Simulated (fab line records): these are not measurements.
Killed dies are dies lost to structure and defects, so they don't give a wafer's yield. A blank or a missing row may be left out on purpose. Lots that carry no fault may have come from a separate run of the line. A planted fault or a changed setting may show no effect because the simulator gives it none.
fab line records | flow n5_finfet
record: lots: 11 wafers: 33 last_day: 19
route steps=1938 shown BEOL_M15@1793 PASSIVATION@1936
lots untouched by any fault: they come from a run of this same line in which no faults occurred
start_h: hours from the record's opening day to when the first of the lot's shown wafers began | wait_h: how many hours have passed since the lot's step before this one | " unchanged from the row above | L1.1+2: several wafers, shown together as one row | - no value, or no start was given | * or withheld: withheld | < > ~ a bound
route shown NAME@n: a module of which the file shows steps, and the number in the route of the first | usual: mean/standard deviation taken from wafers without a fault | same: alike in all rows | chamber/n: place in a boat | sites: readings site by site | _std_site: standard deviation across them | _edge_site: mean of outer sites minus mean of inner sites | radius_mm: for every site, how far away it sits from the centre of the wafer | mask NAME#n: copy n | behind: tool/chamber where the wafer was last shaped | hold: why the lot was held/for how many hours/how that ended | device: transistor that didn't switch, given as n, p or np | end of line: tests run on the same wafers once the route is complete | a step with no rows: only its recipe | killed: dies that structure and defects cost at the first sort, which is not the same as the wafer's yield | map: a wafer's dies, x killed, . not, _ none there
set.NAME: setting as actually run; set.NAME@STEP: the setting as run at that earlier step | model.NAME: the simulator's own value behind a step, which no gauge read
the route's steps for a sample of lots (tables are steps, rows are wafers)
services: when a tool's chamber went out of use (start_h, in hours from the record's first day, below 0 if earlier), for how many hours, and the reason
== steps ==
step: N5_BEOL_M15_CD_MEAS_17
recipe: target_cd_nm: 360 polarity: opening
usual: cd_nm: 359.4/2.2
columns lot.wafer tool chamber start_h wait_h cd_nm
L669.3 cd_sem-02 - 238.90 0.0 363.0
L669.4 " - " " 363.1
L669.6 " - " " 359.6
L670.2 cd_sem-03 - 244.70 0.0 358.3
L670.4 " - " " 360.5
L670.5 " - " " 358.8
L672.1 cd_sem-02 - 253.76 0.0 363.4
L672.2 " - " " 359.5
L672.6 " - " " 357.3
L676.1 cd_sem-02 - 272.14 0.0 360.9
L676.2 " - " " 358.5
L676.4 " - " " 362.4
L677.1 cd_sem-01 - 275.76 0.0 356.5
L677.2 " - " " 356.5
L677.4 " - " " 357.7
L681.2 cd_sem-01 - 356.09 0.0 359.3
L681.3 " - " " 359.3
L681.5 " - " " 362.8
L687.3 cd_sem-01 - 374.70 0.0 358.1
L687.4 " - " " 359.1
L687.5 " - " " 359.8
L685.2 cd_sem-02 - 398.69 0.0 360.0
L685.4 " - " " 362.0
L685.6 " - " " 363.8
L684.1 cd_sem-01 - 398.97 0.0 360.6
L684.2 " - " " 362.2
L684.3 " - " " 360.2
L680.1 cd_sem-02 - 419.37 0.0 357.7
L680.2 " - " " 358.4
L680.3 " - " " 358.1
L690.1 cd_sem-01 - 423.31 0.0 359.3
L690.3 " - " " 356.3
L690.6 " - " " 358.3
step: N5_BEOL_M15_DESCUM_33
recipe: chemistry: O2 time_s: 7.9 source_power_w: 50 bias_power_w: 20 pressure_mtorr: 20 rf_frequency_hz: 2.712e+07 temp_c: 40 o2_flow_sccm: 225
usual: drypump_motor_current_A: 5.6/0.71 oes_product_au: 0.77/0.088 rf_vpp_V: 243.2/1.5 showerhead_plenum_p_Torr: 2.10/0.079 throttle_valve_pct: 20.52/0.24
columns lot.wafer tool chamber start_h wait_h drypump_motor_current_A oes_product_au rf_hours_counter_h rf_vpp_V showerhead_plenum_p_Torr throttle_valve_pct
L669.3 rie_diel-06 3 239.86 0.0 5.5 0.72 189 242.5 2.06 20.41
L669.4 " 0 " " 6.4 0.81 87 244.4 2.19 20.13
L669.6 " 1 " " 5.4 0.72 - 242.3 2.07 20.55
L670.2 rie_diel-05 1 245.75 0.0 6.7 0.71 184 240.6 1.98 20.49
L670.4 " 0 " " 6.7 0.68 229 242.6 1.97 20.76
L670.5 " 2 " " 5.3 0.69 - 244.0 2.14 20.46
L672.1 rie_diel-01 0 254.97 0.1 5.0 0.75 185 244.1 2.17 20.77
L672.2 " 2 " " 5.5 0.74 177 243.6 2.09 20.76
L672.6 " 3 " " 4.7 0.69 - 242.5 2.07 20.91
L676.1 rie_diel-06 2 273.14 0.1 6.5 0.86 33 243.2 2.04 20.08
L676.2 " 0 " " 6.3 0.79 100 244.7 2.19 20.13
L676.4 " 3 " " 5.4 0.71 200 243.1 2.06 20.40
L677.1 rie_diel-05 1 276.85 0.0 6.7 0.70 192 241.7 1.97 20.53
L677.2 " 0 " " 6.7 0.67 237 241.0 1.96 20.77
L677.4 " 3 " " 4.9 0.87 50 245.2 2.22 20.47
L681.2 rie_diel-01 1 357.05 0.0 5.2 0.91 21 245.4 2.13 20.09
L681.3 " 0 " " 5.0 0.73 213 244.4 2.16 20.80
L681.5 " 3 " " 4.7 0.91 - 242.5 2.07 20.52
L687.3 rie_diel-01 2 375.79 0.0 5.6 0.71 213 243.5 2.08 20.82
L687.4 " 0 " " 5.0 0.74 215 245.0 2.16 20.82
L687.5 " 2 " " 5.6 0.70 - 242.4 2.08 20.80
L685.2 rie_diel-05 1 399.91 0.1 6.7 0.68 218 240.6 1.97 20.55
L685.4 " 3 " " 4.9 0.83 80 245.1 2.21 20.52
L685.6 " 0 " " 6.7 0.91 - 244.9 2.22 20.58
L684.1 rie_diel-06 0 400.12 0.1 6.4 0.78 131 244.2 2.18 20.20
L684.2 " 3 " " 5.5 0.70 230 242.9 2.05 20.45
L684.3 " 1 " " 5.4 0.68 247 243.5 2.06 20.60
L680.1 rie_diel-01 0 421.13 0.6 5.0 0.72 230 244.6 2.16 20.84
L680.2 " 1 " " 5.2 0.87 42 245.5 2.12 20.12
L680.3 " 2 " " 5.6 0.70 226 242.9 2.07 20.82
L690.1 rie_diel-06 3 424.35 0.0 5.5 0.67 238 243.0 2.04 20.48
L690.3 " 2 " " 6.5 0.81 72 241.7 2.03 20.13
L690.6 " 3 " " 5.5 0.68 - 243.3 2.04 20.47
step: N5_BEOL_M15_STRIP_36
recipe: chemistry: O2 power_w: 600 temp_c: 60 pressure_mtorr: 30 rf_frequency_hz: 6e+07 bias_power_w: 0 overash_fraction: 0.3 o2_flow_sccm: 225
usual: bias_power_w: 0/0 chamber_pressure_mTorr: 30.00/0.058 drypump_motor_current_A: 5.8/0.71 oes_product_au: 0.78/0.095 rf_vpp_V: 3.7/0.97 showerhead_plenum_p_Torr: 2.10/0.085 throttle_valve_pct: 16.69/0.24
columns lot.wafer tool chamber start_h wait_h bias_power_w chamber_pressure_mTorr drypump_motor_current_A oes_product_au rf_hours_counter_h rf_vpp_V showerhead_plenum_p_Torr throttle_valve_pct
L669.3 rie_diel-06 0 240.32 0.2 0 30.05 6.3 0.79 88 4.5 2.20 16.41
L669.4 " 1 " " 0 30.06 5.4 0.72 202 2.8 2.08 16.81
L669.6 " 1 " " 0 29.93 5.4 0.72 - 4.3 2.08 16.81
L670.2 rie_diel-05 2 246.07 0.0 0 30.01 5.3 0.69 228 2.7 2.15 16.74
L670.4 " 1 " " 0 29.98 6.7 0.70 185 4.9 1.98 16.79
L670.5 " 3 " " 0 29.95 4.9 0.88 - 3.3 2.23 16.65
L672.1 rie_diel-06 3 255.38 0.1 0 29.93 5.5 0.72 194 4.8 2.06 16.70
L672.2 " 0 " " 0 29.99 6.4 0.80 93 3.0 2.19 16.42
L672.6 " 0 " " 0 30.03 6.4 0.82 - 4.9 2.20 16.43
L676.1 rie_diel-05 2 277.19 3.8 0 29.91 5.3 0.68 235 4.2 2.14 16.73
L676.2 " 3 " " 0 29.99 4.9 0.87 50 3.4 2.22 16.71
L676.4 " 0 " " 0 29.99 6.7 0.67 237 2.3 1.97 17.08
L677.1 rie_diel-05 3 277.63 0.5 0 29.95 4.9 0.87 50 3.7 2.22 16.65
L677.2 " 0 " " 0 30.10 6.7 0.67 238 2.6 1.97 17.08
L677.4 " 1 " " 0 30.05 6.7 0.71 193 2.6 1.98 16.77
L681.2 rie_diel-06 1 357.50 0.2 0 29.90 5.4 0.69 234 3.5 2.07 16.86
L681.3 " 0 " " 0 29.95 6.4 0.77 119 3.2 2.19 16.46
L681.5 " 1 " " 0 30.03 5.4 0.70 - 5.4 2.07 16.87
L687.3 rie_diel-01 0 377.68 1.6 0 30.03 5.0 0.74 215 4.3 2.17 17.05
L687.4 " 2 " " 0 29.92 5.5 0.70 213 3.4 2.08 17.08
L687.5 " 3 " " 0 30.12 4.7 0.91 - 4.1 2.07 16.70
L685.2 rie_diel-05 1 401.80 1.6 - - - - - - - -
L685.4 " 0 " " - - - - - - - -
L685.6 " 3 " " - - - - - - - -
L684.1 rie_diel-05 0 403.56 3.2 - - - - - - - -
L684.2 " 1 " " - - - - - - - -
L684.3 " 3 " " - - - - - - - -
L680.1 rie_diel-01 3 425.14 3.7 0 29.95 4.7 0.89 41 1.9 2.06 16.73
L680.2 " 2 " " 0 30.05 5.6 0.70 228 2.9 2.08 17.06
L680.3 " 1 " " 0 29.91 5.2 0.89 43 2.5 2.12 16.35
L690.1 rie_diel-06 2 427.64 3.0 0 30.01 6.5 0.81 73 3.1 2.03 16.31
L690.3 " 3 " " 0 29.97 5.5 0.69 239 4.5 2.05 16.79
L690.6 " 2 " " 0 30.12 6.5 0.80 - 2.7 2.03 16.37
step: N5_BEOL_M15_SPUTTER_44
recipe: material: Ta target_thk_a: 150 temp_c: 50 bias_v: 80 power_w: 15000 chamber_pressure_pa: 0.07 time_s: 24.19
usual: throttle_valve_pct: 29.7/1.1
columns lot.wafer tool chamber start_h wait_h throttle_valve_pct
L669.3 pvd_sputter-02 - 240.83 0.0 28.3
L669.4 " - " " 29.2
L669.6 " - " " 28.3
L670.2 pvd_sputter-02 - 246.57 0.0 30.7
L670.4 " - " " 29.4
L670.5 " - " " 29.1
L672.1 pvd_sputter-03 - 255.88 0.0 30.7
L672.2 " - " " 31.1
L672.6 " - " " 31.2
L676.1 pvd_sputter-03 - 278.11 0.0 31.0
L676.2 " - " " 28.9
L676.4 " - " " 31.2
L677.1 pvd_sputter-02 - 278.43 0.0 28.5
L677.2 " - " " 29.1
L677.4 " - " " 30.7
L681.2 pvd_sputter-03 - 358.00 0.0 28.8
L681.3 " - " " 30.5
L681.5 " - " " 31.1
L687.3 pvd_sputter-03 - 378.57 0.0 28.4
L687.4 " - " " 30.8
L687.5 " - " " 28.4
L685.2 pvd_sputter-03 - 402.87 0.0 28.8
L685.4 " - " " 28.3
L685.6 " - " " 31.1
L684.1 pvd_sputter-03 - 404.59 0.0 31.3
L684.2 " - " " 31.0
L684.3 " - " " 28.8
L680.1 pvd_sputter-01 - 426.57 0.0 30.5
L680.2 " - " " 30.0
L680.3 " - " " 30.2
L690.1 pvd_sputter-03 - 428.40 0.0 31.1
L690.3 " - " " 30.7
L690.6 " - " " 30.6
step: N5_PASSIVATION_PROBE_49
usual: defect_limited_yield: 91.0/1.5 killed_at_M0_to_M3: 32/9.6 killed_at_M4_up: 13/4.7 killed_at_contacts: 13/7.2 killed_at_front_end: 44/13 killed_at_other: 4/3.4 killed_dies: 106/18 killed_open: 70/13 killed_short: 35/8 sort_bin_5_function: 5.3/0.97 sort_bin_6_memory: 3.4/0.73 sort_bin_8_speed: 0.00/0.036 sort_n_pass: 1074/18 sort_yield_pct: 91.0/1.5
same: gross_dies: 1180 killed_at_back_side: 0 sort_bin_4_leakage[%]: 0
columns lot.wafer tool chamber start_h wait_h defect_limited_yield[%] killed_at_M0_to_M3 killed_at_M4_up killed_at_contacts killed_at_front_end killed_at_other killed_dies killed_open killed_short sort_bin_5_function[%] sort_bin_6_memory[%] sort_bin_8_speed[%] sort_n_pass sort_yield_pct[%]
L669.3 prober-01 - 255.80 0.1 89.4 42 16 18 45 4 125 85 40 5.4 5.0 0 1055 89.4
L669.4 prober-01 - 255.85 0.2 90.9 34 14 19 36 4 107 61 43 5.4 3.1 0 1073 90.9
L669.6 prober-01 - 255.95 0.3 90.6 24 13 30 40 4 111 81 28 6.9 2.2 0 1069 90.6
L670.2 prober-02 - 260.82 0.1 87.5 37 13 24 71 2 147 106 41 6.8 5.2 0 1033 87.5
L670.4 prober-02 - 260.92 0.2 90.0 30 20 13 47 8 118 78 39 6.1 3.6 0 1062 90.0
L670.5 prober-02 - 260.97 0.2 91.1 23 13 14 49 6 105 66 39 5.9 2.5 0 1075 91.1
L672.1 prober-02 - 272.64 0.0 91.5 27 14 13 44 2 100 64 35 5.1 3.1 0 1080 91.5
L672.2 prober-02 - 272.69 0.1 92.5 27 11 6 42 2 88 51 36 4.4 2.6 0 1092 92.5
L672.6 prober-02 - 272.89 0.3 90.1 29 17 13 56 2 117 82 33 5.9 3.6 0 1063 90.1
L676.1 prober-01 - 295.16 0.0 92.4 21 11 10 41 7 90 56 32 4.3 3.0 0 1090 92.4
L676.2 prober-01 - 295.21 0.1 91.3 21 7 8 65 2 103 72 29 4.7 3.8 0 1077 91.3
L676.4 prober-01 - 295.31 0.2 93.9 24 10 7 27 4 72 44 27 3.4 2.5 0.42 1103 93.5
L677.1 prober-02 - 296.23 0.3 89.7 34 13 29 46 0 122 81 41 6.5 3.6 0 1058 89.7
L677.2 prober-02 - 296.28 0.3 90.9 51 9 16 24 7 107 72 35 5.5 3.5 0 1073 90.9
L677.4 prober-02 - 296.38 0.4 91.7 26 19 15 35 3 98 68 30 4.4 3.8 0 1082 91.7
L681.2 prober-02 - 375.95 0.1 92.5 41 8 6 32 2 89 59 28 5.2 2.1 0 1091 92.5
L681.3 prober-02 - 376.00 0.1 92.2 36 12 14 30 0 92 56 34 4.8 2.7 0 1088 92.2
L681.5 prober-02 - 376.10 0.2 93.9 22 15 14 20 1 72 46 23 3.2 2.6 0 1108 93.9
L687.3 prober-01 - 396.16 0.1 89.8 28 13 4 59 16 120 69 49 5.7 4.0 0 1060 89.8
L687.4 prober-01 - 396.21 0.2 91.2 23 16 28 31 6 104 69 34 5.0 3.2 0 1076 91.2
L687.5 prober-01 - 396.26 0.2 92.7 13 12 18 36 7 86 58 28 4.5 2.5 0 1094 92.7
L685.2 prober-01 - 420.86 0.1 87.6 67 11 8 53 7 146 84 57 6.2 5.7 0 1034 87.6
L685.4 prober-01 - 420.96 0.2 90.3 32 10 18 49 5 114 76 32 5.4 3.7 0 1066 90.3
L685.6 prober-01 - 421.06 0.3 87.6 49 20 12 58 7 146 98 48 6.5 5.4 0 1034 87.6
L684.1 prober-01 - 425.08 0.0 89.5 33 16 26 47 2 124 87 36 5.8 4.3 0 1056 89.5
L684.2 prober-01 - 425.13 0.1 91.6 31 7 15 43 3 99 60 37 4.7 3.3 0 1081 91.6
L684.3 prober-01 - 425.18 0.1 91.0 22 11 20 50 3 106 63 42 5.3 3.2 0 1074 91.0
L680.1 prober-01 - 442.27 0.0 90.1 38 19 12 33 15 117 81 34 5.5 3.8 0 1063 90.1
L680.2 prober-01 - 442.32 0.1 92.7 24 16 4 35 7 86 59 23 3.9 3.3 0 1094 92.7
L680.3 prober-01 - 442.37 0.1 93.2 25 7 6 39 3 80 54 25 4.0 2.3 0 1100 93.2
L690.1 prober-01 - 446.48 0.0 90.4 51 15 13 32 2 113 76 37 6.1 3.4 0 1067 90.4
L690.3 prober-01 - 446.58 0.1 93.5 23 4 6 38 6 77 50 27 3.7 2.5 0 1103 93.5
L690.6 prober-01 - 446.73 0.3 91.3 30 17 20 34 2 103 72 31 5.5 2.8 0 1077 91.3
killed by level:class
L669.3 STI_FIN_REVEAL:geometric_particle:open=23 MOL_CONTACT_COAG:geometric_particle:open=16 STI_FIN_REVEAL:geometric_particle:short=8 BEOL_M0_SAQP:geometric_particle:short=8 BEOL_M2:geometric_particle:open=8 BEOL_M4:geometric_particle:open=7 BEOL_M0_SAQP:geometric_particle:open=7 BEOL_M3:geometric_particle:open=7
L669.4 MOL_CONTACT_COAG:geometric_particle:open=16 BEOL_M0_SAQP:geometric_particle:open=9 GATE_CUT:geometric_particle:short=7 BEOL_M0_SAQP:geometric_particle:short=7 BEOL_M4:geometric_particle:short=6 BEOL_M3:geometric_particle:open=5 BEOL_M5:geometric_particle:open=5 STI_FIN_REVEAL:geometric_particle:open=4
L669.6 MOL_CONTACT_COAG:geometric_particle:open=25 BEOL_M3:geometric_particle:open=12 STI_FIN_REVEAL:geometric_particle:open=11 GATE_CUT:geometric_particle:short=6 DUMMY_GATE:geometric_particle:open=6 STI_FIN_REVEAL:geometric_particle:short=5 FIN_SAQP:geometric_particle:open=4 MOL_CONTACT_COAG:geometric_particle:short=4
L670.2 MOL_CONTACT_COAG:geometric_particle:open=20 FIN_SAQP:geometric_particle:open=19 STI_FIN_REVEAL:geometric_particle:open=15 FIN_SAQP:geometric_particle:short=14 BEOL_M3:geometric_particle:open=10 BEOL_M0_SAQP:geometric_particle:open=9 BEOL_M4:geometric_particle:open=7 BEOL_M2:geometric_particle:open=6
L670.4 MOL_CONTACT_COAG:geometric_particle:open=12 FIN_SAQP:geometric_particle:open=10 BEOL_M0_SAQP:geometric_particle:open=10 BEOL_M4:geometric_particle:open=10 STI_FIN_REVEAL:geometric_particle:open=5 FIN_SAQP:geometric_particle:short=4 STI_FIN_REVEAL:geometric_particle:short=4 DUMMY_GATE:geometric_particle:open=4
L670.5 FIN_SAQP:geometric_particle:open=17 MOL_CONTACT_COAG:geometric_particle:open=11 BEOL_M0_SAQP:geometric_particle:open=7 FIN_SAQP:geometric_particle:short=6 STI_FIN_REVEAL:geometric_particle:open=6 GATE_CUT:geometric_particle:short=6 BEOL_M0_SAQP:geometric_particle:short=5 BEOL_M2:geometric_particle:open=5
L672.1 STI_FIN_REVEAL:geometric_particle:open=9 MOL_CONTACT_COAG:geometric_particle:open=9 BEOL_M3:geometric_particle:open=8 BEOL_M0_SAQP:geometric_particle:open=7 FIN_SAQP:geometric_particle:short=6 BEOL_M2:geometric_particle:open=6 GATE_CUT:geometric_particle:short=6 STARTING-WAFER:geometric_particle:short=6
L672.2 STI_FIN_REVEAL:geometric_particle:open=10 FIN_SAQP:geometric_particle:short=8 BEOL_M0_SAQP:geometric_particle:short=8 FIN_SAQP:geometric_particle:open=7 BEOL_M0_SAQP:geometric_particle:open=6 BEOL_M2:geometric_particle:open=5 STARTING-WAFER:geometric_particle:short=5 BEOL_M4:geometric_particle:open=4
L672.6 STI_FIN_REVEAL:geometric_particle:open=28 BEOL_M0_SAQP:geometric_particle:open=10 MOL_CONTACT_COAG:geometric_particle:open=9 BEOL_M4:geometric_particle:open=9 BEOL_M0_SAQP:geometric_particle:short=8 FIN_SAQP:geometric_particle:open=6 FIN_SAQP:geometric_particle:short=5 GATE_CUT:geometric_particle:short=4
L676.1 STI_FIN_REVEAL:geometric_particle:open=13 MOL_CONTACT_COAG:geometric_particle:open=10 FIN_SAQP:geometric_particle:open=9 BEOL_M0_SAQP:geometric_particle:short=8 GATE_CUT:geometric_particle:short=5 BEOL_M4:geometric_particle:open=5 BEOL_M0_SAQP:geometric_particle:open=4 BEOL_M2:geometric_particle:open=4
L676.2 STI_FIN_REVEAL:geometric_particle:open=32 FIN_SAQP:geometric_particle:short=8 STI_FIN_REVEAL:geometric_particle:short=8 MOL_CONTACT_COAG:geometric_particle:open=7 BEOL_M2:geometric_particle:open=6 FIN_SAQP:geometric_particle:open=5 BEOL_M1:geometric_particle:open=5 STARTING-WAFER:geometric_particle:short=4
L676.4 BEOL_M2:geometric_particle:open=7 FIN_SAQP:geometric_particle:open=6 MOL_CONTACT_COAG:geometric_particle:open=5 FIN_SAQP:geometric_particle:short=4 GATE_CUT:geometric_particle:short=4 GATE_CUT:geometric_particle:open=4 BEOL_M0_SAQP:geometric_particle:short=4 BEOL_M4:geometric_particle:open=4
L677.1 MOL_CONTACT_COAG:geometric_particle:open=25 FIN_SAQP:geometric_particle:short=15 FIN_SAQP:geometric_particle:open=13 BEOL_M4:geometric_particle:open=10 BEOL_M0_SAQP:geometric_particle:open=10 BEOL_M0_SAQP:geometric_particle:short=9 BEOL_M3:geometric_particle:open=9 STARTING-WAFER:geometric_particle:short=7
L677.2 BEOL_M3:geometric_particle:open=13 MOL_CONTACT_COAG:geometric_particle:open=13 BEOL_M0_SAQP:geometric_particle:open=11 BEOL_M0_SAQP:geometric_particle:short=11 FIN_SAQP:geometric_particle:open=7 BEOL_M1:geometric_particle:open=6 FIN_SAQP:geometric_particle:short=5 BEOL_M2:geometric_particle:open=4
L677.4 MOL_CONTACT_COAG:geometric_particle:open=14 FIN_SAQP:geometric_particle:open=9 FIN_SAQP:geometric_particle:short=8 BEOL_M4:geometric_particle:open=8 BEOL_M0_SAQP:geometric_particle:short=6 BEOL_M3:geometric_particle:open=6 STI_FIN_REVEAL:geometric_particle:open=5 BEOL_M0_SAQP:geometric_particle:open=4
L681.2 BEOL_M0_SAQP:geometric_particle:open=16 FIN_SAQP:geometric_particle:short=9 BEOL_M0_SAQP:geometric_particle:short=9 DUMMY_GATE:geometric_particle:open=6 MOL_CONTACT_COAG:geometric_particle:open=6 FIN_SAQP:geometric_particle:open=5 BEOL_M1:geometric_particle:open=4 BEOL_M2:geometric_particle:open=4
L681.3 BEOL_M0_SAQP:geometric_particle:open=13 MOL_CONTACT_COAG:geometric_particle:open=12 FIN_SAQP:geometric_particle:short=9 BEOL_M0_SAQP:geometric_particle:short=8 FIN_SAQP:geometric_particle:open=7 BEOL_M2:geometric_particle:open=6 GATE_CUT:geometric_particle:short=3 BEOL_M4:geometric_particle:open=3
L681.5 MOL_CONTACT_COAG:geometric_particle:open=12 BEOL_M0_SAQP:geometric_particle:open=8 BEOL_M0_SAQP:geometric_particle:short=7 FIN_SAQP:geometric_particle:open=6 BEOL_M4:geometric_particle:open=6 BEOL_M3:geometric_particle:open=4 STARTING-WAFER:geometric_particle:short=3 STARTING-WAFER:geometric_particle:open=3
L687.3 FIN_SAQP:geometric_particle:open=17 FIN_SAQP:geometric_particle:short=12 GATE_CUT:geometric_particle:short=11 BEOL_M1:geometric_particle:open=9 STI_FIN_REVEAL:geometric_particle:open=5 BEOL_M5:geometric_particle:open=5 PASS1_DEP:geometric_particle:short=5 MIM_TOP_ETCH:geometric_particle:short=5
L687.4 MOL_CONTACT_COAG:geometric_particle:open=19 STI_FIN_REVEAL:geometric_particle:open=10 MOL_CONTACT_COAG:geometric_particle:short=9 FIN_SAQP:geometric_particle:short=6 BEOL_M2:geometric_particle:open=6 FIN_SAQP:geometric_particle:open=5 BEOL_M0_SAQP:geometric_particle:short=5 BEOL_M0_SAQP:geometric_particle:open=5
L687.5 MOL_CONTACT_COAG:geometric_particle:open=15 FIN_SAQP:geometric_particle:open=9 FIN_SAQP:geometric_particle:short=8 BEOL_M4:geometric_particle:open=7 STI_FIN_REVEAL:geometric_particle:open=4 BEOL_M2:geometric_particle:open=4 PASS1_CAP:geometric_particle:short=3 DUMMY_GATE:geometric_particle:open=3
L685.2 BEOL_M0_SAQP:geometric_particle:short=24 BEOL_M0_SAQP:geometric_particle:open=19 FIN_SAQP:geometric_particle:open=14 BEOL_M3:geometric_particle:open=13 FIN_SAQP:geometric_particle:short=12 STI_FIN_REVEAL:geometric_particle:open=9 MOL_CONTACT_COAG:geometric_particle:open=7 GATE_CUT:geometric_particle:short=4
L685.4 FIN_SAQP:geometric_particle:open=14 BEOL_M0_SAQP:geometric_particle:open=14 MOL_CONTACT_COAG:geometric_particle:open=14 FIN_SAQP:geometric_particle:short=11 STI_FIN_REVEAL:geometric_particle:open=8 BEOL_M0_SAQP:geometric_particle:short=7 BEOL_M3:geometric_particle:open=6 BEOL_M4:geometric_particle:open=6
L685.6 FIN_SAQP:geometric_particle:open=21 BEOL_M0_SAQP:geometric_particle:short=18 BEOL_M0_SAQP:geometric_particle:open=15 FIN_SAQP:geometric_particle:short=12 BEOL_M4:geometric_particle:open=11 MOL_CONTACT_COAG:geometric_particle:open=11 STI_FIN_REVEAL:geometric_particle:open=10 BEOL_M3:geometric_particle:open=9
L684.1 MOL_CONTACT_COAG:geometric_particle:open=22 STI_FIN_REVEAL:geometric_particle:open=18 BEOL_M0_SAQP:geometric_particle:short=11 BEOL_M0_SAQP:geometric_particle:open=7 BEOL_M1:geometric_particle:open=7 FIN_SAQP:geometric_particle:open=6 BEOL_M8:geometric_particle:open=6 DUMMY_GATE:geometric_particle:open=5
L684.2 MOL_CONTACT_COAG:geometric_particle:open=12 STI_FIN_REVEAL:geometric_particle:open=9 BEOL_M0:geometric_particle:open=7 STARTING-WAFER:geometric_particle:short=7 BEOL_M0_SAQP:geometric_particle:short=6 BEOL_M0_SAQP:geometric_particle:open=6 STI_FIN_REVEAL:geometric_particle:short=5 FIN_SAQP:geometric_particle:short=4
L684.3 MOL_CONTACT_COAG:geometric_particle:open=15 STI_FIN_REVEAL:geometric_particle:open=12 BEOL_M0_SAQP:geometric_particle:short=8 STI_FIN_REVEAL:geometric_particle:short=7 GATE_CUT:geometric_particle:short=6 MOL_CONTACT_COAG:geometric_particle:short=5 BEOL_M1:geometric_particle:open=5 BEOL_M3:geometric_particle:open=5
L680.1 BEOL_M1:geometric_particle:open=15 FIN_SAQP:geometric_particle:open=13 MOL_CONTACT_COAG:geometric_particle:open=9 BEOL_M0_SAQP:geometric_particle:short=7 BEOL_M3:geometric_particle:open=7 BEOL_M5:geometric_particle:open=7 PASS1_CAP:geometric_particle:open=6 FIN_SAQP:geometric_particle:short=5
L680.2 FIN_SAQP:geometric_particle:open=7 DUMMY_GATE:geometric_particle:open=7 BEOL_M3:geometric_particle:open=7 BEOL_M0_SAQP:geometric_particle:short=5 BEOL_M1:geometric_particle:open=5 FIN_SAQP:geometric_particle:short=4 STI_FIN_REVEAL:geometric_particle:open=4 MOL_CONTACT_COAG:geometric_particle:open=4
L680.3 FIN_SAQP:geometric_particle:open=10 STI_FIN_REVEAL:geometric_particle:open=5 BEOL_M1:geometric_particle:open=5 BEOL_M2:geometric_particle:open=5 STARTING-WAFER:geometric_particle:open=5 MOL_CONTACT_COAG:geometric_particle:open=4 FIN_SAQP:geometric_particle:short=3 DUMMY_GATE:geometric_particle:open=3
L690.1 BEOL_M0_SAQP:geometric_particle:short=14 STI_FIN_REVEAL:geometric_particle:open=13 MOL_CONTACT_COAG:geometric_particle:open=13 BEOL_M4:geometric_particle:open=10 BEOL_M1:geometric_particle:short=7 BEOL_M3:geometric_particle:open=7 BEOL_M2:geometric_particle:open=6 STARTING-WAFER:geometric_particle:short=6
L690.3 STI_FIN_REVEAL:geometric_particle:open=9 BEOL_M3:geometric_particle:open=9 DUMMY_GATE:geometric_particle:open=5 GATE_CUT:geometric_particle:short=5 STARTING-WAFER:geometric_particle:short=5 MOL_CONTACT_COAG:geometric_particle:open=4 STI_FIN_REVEAL:geometric_particle:short=3 ILD0:geometric_particle:open=3
L690.6 MOL_CONTACT_COAG:geometric_particle:open=16 BEOL_M2:geometric_particle:open=9 BEOL_M4:geometric_particle:open=7 STI_FIN_REVEAL:geometric_particle:open=6 STI_FIN_REVEAL:geometric_particle:short=5 BEOL_M0_SAQP:geometric_particle:open=5 BEOL_M3:geometric_particle:open=5 FIN_SAQP:geometric_particle:open=4
== services ==
columns tool chamber start_h hours kind
rie_diel-05 - 253.99 4.3 pm
pvd_sputter-01 - 273.00 6.9 repair
rie_diel-05 - 284.08 2.4 repair
rie_diel-01 1 294.48 7.1 repair
rie_diel-05 - 295.14 2.8 pm
pvd_sputter-01 - 303.61 2.6 repair
rie_diel-05 - 320.91 14.6 pm
pvd_sputter-01 - 340.71 0.5 repair
rie_diel-05 0 348.78 2.5 repair
rie_diel-06 3 349.43 8.6 repair
rie_diel-05 0 357.79 - clean
rie_diel-05 0 357.79 - consumable_replace:focus_ring
rie_diel-05 0 357.79 - consumable_replace:showerhead
rie_diel-05 0 357.79 13.4 scheduled_down
rie_diel-05 0 357.79 13.4 vent_cycle
pvd_sputter-01 - 361.77 2.6 repair
rie_diel-01 0 362.90 12.3 repair
rie_diel-05 1 368.33 8.1 repair
rie_diel-05 2 376.45 - clean
rie_diel-05 2 376.45 - consumable_replace:focus_ring
pvd_sputter-03 - 381.99 4.0 repair
pvd_sputter-01 - 393.31 2.4 repair
rie_diel-06 1 418.76 6.1 repair
rie_diel-05 - 419.60 1.1 repair
== key ==
first_sign: step: N5_BEOL_M15_STRIP_36 reading: tool_record direction: missing
effect none on later readings
met_at N5_BEOL_M15_STRIP_36
struck_lots L684,L685
not_acting_at N5_BEOL_M15_CD_MEAS_17,N5_BEOL_M15_DESCUM_33,N5_BEOL_M15_SPUTTER_44
onset_between 277.63 401.80
fault: kind: skipped_step_whole tool: rie_diel-05 chamber: - onset_h: 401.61 steps: N5_BEOL_M15_STRIP_36 scope: struck_lots_only
